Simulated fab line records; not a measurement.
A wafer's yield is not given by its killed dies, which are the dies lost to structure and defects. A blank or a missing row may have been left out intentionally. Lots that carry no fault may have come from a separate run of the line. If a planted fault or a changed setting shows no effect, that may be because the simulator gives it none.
Which tool was responsible? ; flow n5 finfet ; Sampling: 10 lots, 30 wafers, 5 of 1938 route steps

WHAT THE GAUGES SHOWED, per wafer
Not one reading of a measure or inspect step in the record can be checked against a usual standard deviation.

WHAT TOOL EACH LOT RAN ON (gives the tool, then ch and the chambers of the sampled wafers, and finally the start)
lot;N5_BEOL_M10_SPUTTER_48;N5_BEOL_M11_ILD_DEP_00;N5_BEOL_M11_COAT_60;N5_BEOL_M11_ETCH_61;N5_PASSIVATION_PROBE_49
L222;pvd sputter-02, day 11 09:10;pecvd-01 ch 0,1,2, day 11 10:11;litho track-04 ch 0, day 11 11:17;rie diel-02 ch 0,3, day 11 11:39;-
L225;pvd sputter-02, day 13 11:38;pecvd-04 ch 0,1,2, day 13 12:43;litho track-05 ch 0, day 13 14:43;rie diel-06 ch 0,2,3, day 13 15:22;-
L228;pvd sputter-03, day 14 07:08;pecvd-02 ch 0,2, day 14 08:08;litho track-05 ch 0, day 14 09:15;rie diel-04 ch 0,1, day 14 10:26;-
L230;pvd sputter-03, day 14 22:39;pecvd-04 ch 0,1, day 15 00:17;litho track-03 ch 0, day 15 02:36;rie diel-06 ch 0,1,3, day 15 04:22;-
L239;pvd sputter-02, day 17 05:43;pecvd-04 ch 0,1, day 17 07:22;litho track-05 ch 0, day 17 09:51;rie diel-06 ch 0,3, day 17 10:13;-
L236;pvd sputter-02, day 17 08:54;pecvd-01 ch 0,1,2, day 17 10:08;litho track-05 ch 0, day 17 15:41;rie diel-06 ch 0,1,2, day 17 16:37;prober-02, day 19 17:52
L240;pvd sputter-02, day 17 09:12;pecvd-02 ch 0,2, day 17 10:15;litho track-04 ch 0, day 17 15:55;rie diel-04 ch 1,2,3, day 17 16:38;-
L243;pvd sputter-02, day 17 17:23;pecvd-01 ch 0,1, day 17 18:30;litho track-04 ch 0, day 17 20:20;rie diel-06 ch 0,2,3, day 17 20:49;-
L244;pvd sputter-03, day 17 21:14;pecvd-04 ch 0,1,2, day 17 22:17;litho track-03 ch 0, day 17 23:45;rie diel-06 ch 0,1, day 18 00:52;-
L245;pvd sputter-01, day 18 00:26;pecvd-04 ch 1,2, day 18 01:51;litho track-03 ch 0, day 18 03:34;rie diel-02 ch 0,3, day 18 04:27;-
- N5_BEOL_M10_SPUTTER_48: material Cu, target thk 12 nm, time 2 s.
- N5_BEOL_M11_ILD_DEP_00: deposits SiCOH lowk from DEMS/porogen, target thk 308.51 nm, time 58 s.
- N5_BEOL_M11_COAT_60: time 60 s, resist thk 30 nm.
- N5_BEOL_M11_ETCH_61: etches SiARC in CF4, target depth 39 nm, time 65 s.
- N5_PASSIVATION_PROBE_49

AS READ BY THE TOOLS THEMSELVES (means over the sampled wafers that have a number; for cases with no such wafer, the mark the record gives instead)
N5_BEOL_M10_SPUTTER_48. Usual: throttle valve pct reads 30.2 % (standard deviation 0.74).
lot;tool;throttle valve pct (%);flag
L222;pvd sputter-02;30.0;
L225;pvd sputter-02;30.0;
L228;pvd sputter-03;30.2;
L230;pvd sputter-03;29.9;
L239;pvd sputter-02;30.6;
L236;pvd sputter-02;30.5;
L240;pvd sputter-02;30.1;
L243;pvd sputter-02;30.3;
L244;pvd sputter-03;30.3;
L245;pvd sputter-01;29.2;

N5_BEOL_M11_ILD_DEP_00. Usual: heater power w 337 W, standard deviation 46; showerhead plenum p Torr 5.740 Torr, standard deviation 0.02; throttle valve pct 13.9 %, standard deviation 0.88.
lot;tool;heater power w (W);showerhead plenum p Torr (Torr);throttle valve pct (%);flag
L222;pecvd-01;306;5.727;13.2;
L225;pecvd-04;331;5.740;14.4;
L228;pecvd-02;293;5.718;13.8;
L230;pecvd-04;405;5.747;15.1;
L239;pecvd-04;416;5.749;15.0;
L236;pecvd-01;318;5.731;13.2;
L240;pecvd-02;316;5.740;13.8;
L243;pecvd-01;317;5.735;13.4;
L244;pecvd-04;394;5.751;14.3;
L245;pecvd-04;375;5.755;15.1;

N5_BEOL_M11_COAT_60. Usual: resist line temp C 22.98 C, standard deviation 0.11; spin speed rpm 1500.1 rpm, standard deviation 0.81.
lot;tool;resist line temp C (C);spin speed rpm (rpm);flag
L222;litho track-04;22.90;1500.3;
L225;litho track-05;23.01;1500.7;
L228;litho track-05;23.01;1500.3;
L230;litho track-03;22.93;1499.3;
L239;litho track-05;23.10;1556.9;OFF
L236;litho track-05;22.83;1555.8;OFF
L240;litho track-04;22.86;1500.3;
L243;litho track-04;23.03;1499.8;
L244;litho track-03;22.95;1499.5;
L245;litho track-03;22.91;1500.3;

N5_BEOL_M11_ETCH_61. Usual: bias w 36.01 W, standard deviation 0.11; cf4 flow sccm 100.0 sccm, standard deviation 0.3; chamber pressure mTorr 40.00 mTorr, standard deviation 0.034; drypump motor current A 5.5 A, standard deviation 0.37; etch rf on time s 64.7 s, standard deviation 2.3; oes product au 0.70 a.u., standard deviation 0.095; rf vpp V 183.9 V, standard deviation 1.3; showerhead plenum p Torr 2.12 Torr, standard deviation 0.084; throttle valve pct 15.52 %, standard deviation 0.27.
lot;tool;bias w (W);cf4 flow sccm (sccm);chamber pressure mTorr (mTorr);drypump motor current A (A);etch rf on time s (s);oes product au (a.u.);rf vpp V (V);showerhead plenum p Torr (Torr);throttle valve pct (%);flag
L222;rie diel-02;36.00;100.1;39.99;5.6;65.1;0.66;184.9;2.13;15.75;
L225;rie diel-06;36.01;100.0;39.96;5.1;66.1;0.63;182.9;2.11;15.68;
L228;rie diel-04;36.06;100.3;39.98;6.1;63.5;0.79;184.9;2.22;15.35;
L230;rie diel-06;35.98;100.0;39.97;5.3;65.5;0.63;182.4;2.05;15.69;
L239;rie diel-06;35.97;100.0;39.99;5.2;64.2;0.62;182.6;2.04;15.83;
L236;rie diel-06;35.98;100.1;39.98;5.3;61.8;0.77;183.5;2.18;15.31;
L240;rie diel-04;35.96;100.0;40.00;5.7;65.5;0.70;184.5;2.18;15.52;
L243;rie diel-06;35.94;99.7;39.96;5.2;65.0;0.68;183.9;2.10;15.58;
L244;rie diel-06;35.98;100.1;40.01;5.2;65.6;0.71;184.2;2.14;15.34;
L245;rie diel-02;36.09;100.0;40.03;5.6;63.6;0.80;184.1;2.12;15.45;

N5_PASSIVATION_PROBE_49. Usual: defect limited yield 90.9 %, standard deviation 1.4; killed_at_M0_to_M3 38, standard deviation 11; killed_at_M4_up 13, standard deviation 5.9; killed at contacts 14, standard deviation 6.4; killed at front end 38, standard deviation 11; killed at other 3.3, standard deviation 2.5; killed dies 107, standard deviation 16; killed open 70, standard deviation 12; killed short 35, standard deviation 7.7; sort_bin_5_function 5.3 %, standard deviation 0.94; sort_bin_6_memory 3.5 %, standard deviation 0.7; sort_bin_8_speed 0.00 %, standard deviation 0.007; sort n pass 1073, standard deviation 16; sort yield pct 90.9 %, standard deviation 1.4.
lot;tool;defect limited yield (%);killed_at_M0_to_M3;killed_at_M4_up;killed at contacts;killed at front end;killed at other;killed dies;killed open;killed short;sort_bin_5_function (%);sort_bin_6_memory (%);sort_bin_8_speed (%);sort n pass;sort yield pct (%);flag
L236;prober-02;90.3;51;10;16;36;1.3;114;76;38;5.6;3.8;0.00;1066;90.3;

THE ANSWER, worked out from the rows above alone
Rule: a lot counts as off when the mean over its wafers that have a number is more than 3 standard deviations away from the usual mean. Also off: a lot with no number at a reading for which 4 or more lots have one. Any other lot the step has rows for is counted as sound. First the gauges in route order, then the tools' own readings, where a lot's mean is used as printed above. The first step at which some lot is off is used, and at that step the reading that is off furthest; a lot without a number counts as furthest.
Off: L239, L236 (N5_BEOL_M11_COAT_60, spin speed rpm).
If a tool, at that step or one of the process steps before it, ran each lot that is off and ran no sound lot following the first of them, it fits. One fits: litho track-05 at N5_BEOL_M11_COAT_60. Its last sound lot is L228 (day 14 09:15), its first lot that is off L239 (day 17 09:51): a fault that began between those two fits.
The tool's own readings at N5_BEOL_M11_COAT_60 bear it out: on the lots that are off they differ by more than 5 times the standard deviation of the sound lots' means. spin speed rpm reads 1556.3 rpm there against 1500.1 rpm on the sound lots.

WHAT THE SIMULATOR HAD PUT IN
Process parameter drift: litho track-05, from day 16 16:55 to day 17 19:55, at N5_BEOL_M11_COAT_60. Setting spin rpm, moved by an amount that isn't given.
Lots struck among those shown: L239, L236. The rule given above showed the same thing.
